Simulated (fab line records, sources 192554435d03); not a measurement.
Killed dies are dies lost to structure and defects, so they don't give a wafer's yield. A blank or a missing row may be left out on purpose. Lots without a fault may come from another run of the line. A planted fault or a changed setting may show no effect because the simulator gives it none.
Which tool did it? | flow n5_finfet | 12 lots, 36 wafers sampled, at 1 step of a route of 1938

WHAT THE GAUGES READ, wafer by wafer
N5_BEOL_M1_CD_MEAS_28: target cd y 23.3 nm.
lot  | measured     | on        | cd_nm (nm)
L075 | day 6 15:46  | cd_sem-02 | 24.38 24.13 24.01
L078 | day 7 03:31  | cd_sem-03 | 24.05 23.82 24.01
L080 | day 7 12:56  | cd_sem-02 | 23.87 23.97 24.17
L082 | day 8 03:42  | cd_sem-03 | 24.05 24.10 23.95
L084 | day 8 15:49  | cd_sem-01 | 23.83 24.39 24.06
L086 | day 9 00:43  | cd_sem-03 | 24.06 23.98 23.74
L088 | day 9 11:11  | cd_sem-03 | 24.15 24.02 23.77
L090 | day 10 01:28 | cd_sem-03 | 23.54 23.86 24.24
L092 | day 10 12:31 | cd_sem-01 | 24.27 24.21 23.77
L076 | day 11 05:29 | cd_sem-03 | 24.02 23.49 24.01
L095 | day 11 18:04 | cd_sem-03 | 24.00 23.76 24.06
L096 | day 12 07:41 | cd_sem-01 | 24.13 23.89 23.99

WHICH TOOL RAN EACH LOT (tool, then ch and the chambers of the sampled wafers, then the start)
The record holds no process step before these readings.

THE ANSWER, worked out from the rows above alone
Rule: what is usual is taken from the lots themselves. Put in order of their means at a reading, lots are off if they are a third of the lots or fewer, leave a main group of 4 or more, and stand apart from it by a gap of 3 or more times the standard deviation of the main group's means; of several such gaps the widest counts. A main group whose means are all the same, to the digits that the tables above print for the reading, isn't used. A lot without any number at a reading at which 4 lots or more have one is off too. The other lots that the step has rows for count as sound.
No lot is off at any reading shown: from this, nothing can be told.

WHAT THE SIMULATOR HAD PUT IN
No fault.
